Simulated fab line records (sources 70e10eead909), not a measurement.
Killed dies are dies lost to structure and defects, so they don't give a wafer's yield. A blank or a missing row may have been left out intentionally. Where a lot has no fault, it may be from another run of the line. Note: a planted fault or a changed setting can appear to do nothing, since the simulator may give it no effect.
A lot that was struck, set against a sound lot + flow nand_harc + 14 steps out of a route of 1159
Sound: the wafers L792.1, L792.4, L792.5. Struck: wafer L804.1 (left out: L804.4, L804.5 of the same lot, which were not struck); the cause appears at the end.
Per side, at each step with rows, come the tool, then ch with its chambers, and then its first start. Under that, the readings that differ: sound wafers + struck wafers + difference of the means + sigmas: that difference in standard deviations of wafers without a fault.
alike: same words and numbers on both sides, and readings whose means sit less than 2 such deviations apart. not compared: any withheld reading, any reading some wafer has no value for, any bound like >300 that may hide the same value, and any number with overlapping values for which the record gives no deviation.
Wherever a step has rows on one side only, a row that says differs or no value, or a row with sigmas, the two part there. Numbers that don't overlap but have no deviation are shown without sigmas and don't part them. Lack of a reading on every wafer of one side parts them only where that side has two or more wafers.

first, 7 steps without rows for these wafers: NHARC_A_BONDPAD_COAT_33 (time 65 s); NHARC_A_BONDPAD_COAT_03 (resist thk 600 nm); NHARC_A_BONDPAD_SOFTBAKE_04 (time 70 s); NHARC_A_BONDPAD_EBR_05; NHARC_A_BONDPAD_EXPOSE_06 (exposes mask A BPAD); NHARC_A_BONDPAD_PEB_07 (peb time 80 s); NHARC_A_BONDPAD_DEVELOP_08 (time 50 s).
NHARC_A_BONDPAD_CD_MEAS_09 targets a cd of 500 nm.
  sound on cd_sem-02 ch 0, day 18 13:21; struck on cd_sem-01 ch 0, day 22 10:55
| reading    | sound             | struck | difference | sigmas |
|------------|-------------------|--------|------------|--------|
| cd_nm (nm) | 500.9 502.3 502.3 | 498.1  | -3.7       | -2     |
NHARC_A_BONDPAD_OVL_MEAS_35:
  sound on overlay-02, day 18 13:26; struck on overlay-01, day 22 11:00
| reading           | sound | struck | difference | sigmas |
|-------------------|-------|--------|------------|--------|
| overlay_x_nm (nm) | 6 6 7 | -8     | -14        | -2     |
  alike: overlay_y_nm
then, 1 step without rows for these wafers: NHARC_A_BONDPAD_HARDBAKE_10 (time 65 s).
NHARC_A_BONDPAD_DESCUM_11: chemistry O2, time 3 s.
  sound on rie_diel-10 ch 0,1,2, day 18 13:34; struck on rie_diel-06 ch 1, day 22 11:09
  alike: drypump_motor_current_A, oes_product_au, rf_vpp_V, showerhead_plenum_p_Torr, throttle_valve_pct
  not compared: rf_hours_counter_h
NHARC_A_BONDPAD_ETCH_34: etches the open film in N2/H2, target depth 60 nm, overetch 18 nm, time 65.91 s.
  sound on rie_diel-10 ch 0,2,3, day 18 13:40; struck on rie_diel-06 ch 0, day 22 11:14
| reading                         | sound                | struck | difference | sigmas |
|---------------------------------|----------------------|--------|------------|--------|
| rf_vpp_V (V)                    | 435 434 433          | 425    | -9         | -3     |
| showerhead_plenum_p_Torr (Torr) | 2.17 2.15 2.10       | 1.91   | -0.23      | -2     |
| throttle_valve_pct (%)          | 14.167 14.159 14.165 | 14.192 | +0.028     | +3     |
  alike: drypump_motor_current_A, oes_product_au, rf_fwd_power_W
  not compared: rf_hours_counter_h
NHARC_A_BONDPAD_ETCH_12: etches the open film in CHF3/O2, target depth 220 nm, time 110 s.
  sound on rie_diel-10 ch 1,3, day 18 13:45; struck on rie_diel-06 ch 0, day 22 11:19
| reading               | sound             | struck | difference | sigmas      |
|-----------------------|-------------------|--------|------------|-------------|
| oes_product_au (a.u.) | 0.928 0.932 0.918 | 0.731  | -0.195     | -9          |
| rf_fwd_power_W (W)    | 499.0 494.0 493.0 | 298.6  | -196.7     | -99 or more |
  alike: drypump_motor_current_A, rf_vpp_V, showerhead_plenum_p_Torr, throttle_valve_pct
  not compared: rf_hours_counter_h
NHARC_A_BONDPAD_CD_MEAS_13:
  sound on cd_sem-01, day 18 13:53; struck on cd_sem-01, day 22 11:26
| reading    | sound             | struck | difference | sigmas |
|------------|-------------------|--------|------------|--------|
| cd_nm (nm) | 499.6 501.6 501.7 | 494.4  | -6.6       | -4     |

## WHERE THEY PART
Earliest at NHARC_A_BONDPAD_CD_MEAS_09; latest, in this record, at NHARC_A_BONDPAD_CD_MEAS_13.

WHY: what the simulator had put in
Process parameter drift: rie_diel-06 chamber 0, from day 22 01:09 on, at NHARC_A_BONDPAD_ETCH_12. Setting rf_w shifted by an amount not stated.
